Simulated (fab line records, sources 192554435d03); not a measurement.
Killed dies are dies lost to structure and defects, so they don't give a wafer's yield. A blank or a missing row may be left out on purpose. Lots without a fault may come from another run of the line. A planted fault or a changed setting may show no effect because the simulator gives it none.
Which tool did it? | flow n5_finfet | 12 lots, 36 wafers sampled, at 4 steps of a route of 1938

WHAT THE GAUGES READ, wafer by wafer
N5_BEOL_M15_CD_MEAS_10: target cd 360 nm.
lot  | measured     | on        | cd_nm (nm)
L077 | day 12 08:28 | cd_sem-01 | 361.6 360.8 362.9
L075 | day 12 14:25 | cd_sem-03 | 362.3 360.4 362.7
L080 | day 13 16:55 | cd_sem-01 | 361.3 361.8 362.7
L079 | day 13 22:05 | cd_sem-02 | 358.6 359.9 359.9
L083 | day 14 01:10 | cd_sem-01 | 363.6 363.6 360.9
L084 | day 15 07:03 | cd_sem-02 | 361.8 362.3 360.2
L089 | day 15 13:35 | cd_sem-01 | 360.9 358.8 359.8
L088 | day 15 14:06 | cd_sem-02 | 358.6 362.6 361.1
L091 | day 16 01:43 | cd_sem-02 | 361.0 361.7 360.4
L093 | day 17 00:49 | cd_sem-02 | 360.7 360.3 360.8
L094 | day 17 22:04 | cd_sem-01 | 359.7 363.1 359.8
L097 | day 18 13:26 | cd_sem-01 | 361.8 362.5 361.1

WHICH TOOL RAN EACH LOT (tool, then ch and the chambers of the sampled wafers, then the start)
lot  | N5_BEOL_M14_TRENCH_ETCH_34         | N5_BEOL_M14_STRIP_37               | N5_BEOL_M14_DEP_53
L077 | rie_diel-01 ch 2,3, day 12 02:30   | rie_diel-06 ch 1,2, day 12 06:06   | pecvd-04 ch 0,1, day 12 07:47
L075 | rie_diel-06 ch 1,3, day 12 09:34   | rie_diel-01 ch 0,1,3, day 12 11:40 | pecvd-04 ch 0,1,2, day 12 13:43
L080 | rie_diel-01 ch 0,1,2, day 13 13:25 | rie_diel-02 ch 0,1,2, day 13 14:34 | pecvd-03 ch 1,2, day 13 16:06
L079 | rie_diel-06 ch 0,2,3, day 13 18:52 | rie_diel-02 ch 1,3, day 13 19:47   | pecvd-03 ch 0,1, day 13 21:24
L083 | rie_diel-02 ch 0,1,2, day 13 22:13 | rie_diel-02 ch 0,1,3, day 13 22:40 | pecvd-02 ch 1,2, day 14 00:22
L084 | rie_diel-02 ch 2,3, day 14 21:44   | rie_diel-01 ch 0,3, day 15 04:11   | pecvd-04 ch 0,1, day 15 06:15
L089 | rie_diel-02 ch 0,1, day 15 09:08   | rie_diel-01 ch 0,1,3, day 15 10:45 | pecvd-03 ch 1,2, day 15 12:37
L088 | rie_diel-06 ch 1,2, day 15 10:34   | rie_diel-01 ch 1,2,3, day 15 11:37 | pecvd-02 ch 1,2, day 15 13:17
L091 | rie_diel-01 ch 0,1, day 15 21:08   | rie_diel-01 ch 0,3, day 15 22:55   | pecvd-02 ch 0,1, day 16 00:56
L093 | rie_diel-01 ch 0,2, day 16 20:32   | rie_diel-06 ch 0,1,3, day 16 22:18 | pecvd-02 ch 0,2, day 17 00:01
L094 | rie_diel-06 ch 0,1,2, day 17 14:51 | rie_diel-01 ch 1,2,3, day 17 19:02 | pecvd-02 ch 0,2, day 17 21:10
L097 | rie_diel-02 ch 0,1, day 18 07:50   | rie_diel-01 ch 0,2,3, day 18 10:33 | pecvd-02 ch 0,1,2, day 18 12:44
- N5_BEOL_M14_TRENCH_ETCH_34: etches SiO2 in C4F8/O2/Ar, target depth 556.65 nm, time 126.9 s.
- N5_BEOL_M14_STRIP_37: strips in O2.
- N5_BEOL_M14_DEP_53: deposits SiCN from 3MS/NH3, target thk 50 nm, time 17.8 s.

THE ANSWER, worked out from the rows above alone
Rule: what is usual is taken from the lots themselves. Put in order of their means at a reading, lots are off if they are a third of the lots or fewer, leave a main group of 4 or more, and stand apart from it by a gap of 3 or more times the standard deviation of the main group's means; of several such gaps the widest counts. A main group whose means are all the same, to the digits that the tables above print for the reading, isn't used. A lot without any number at a reading at which 4 lots or more have one is off too. The other lots that the step has rows for count as sound.
No lot is off at any reading shown: from this, nothing can be told.

WHAT THE SIMULATOR HAD PUT IN
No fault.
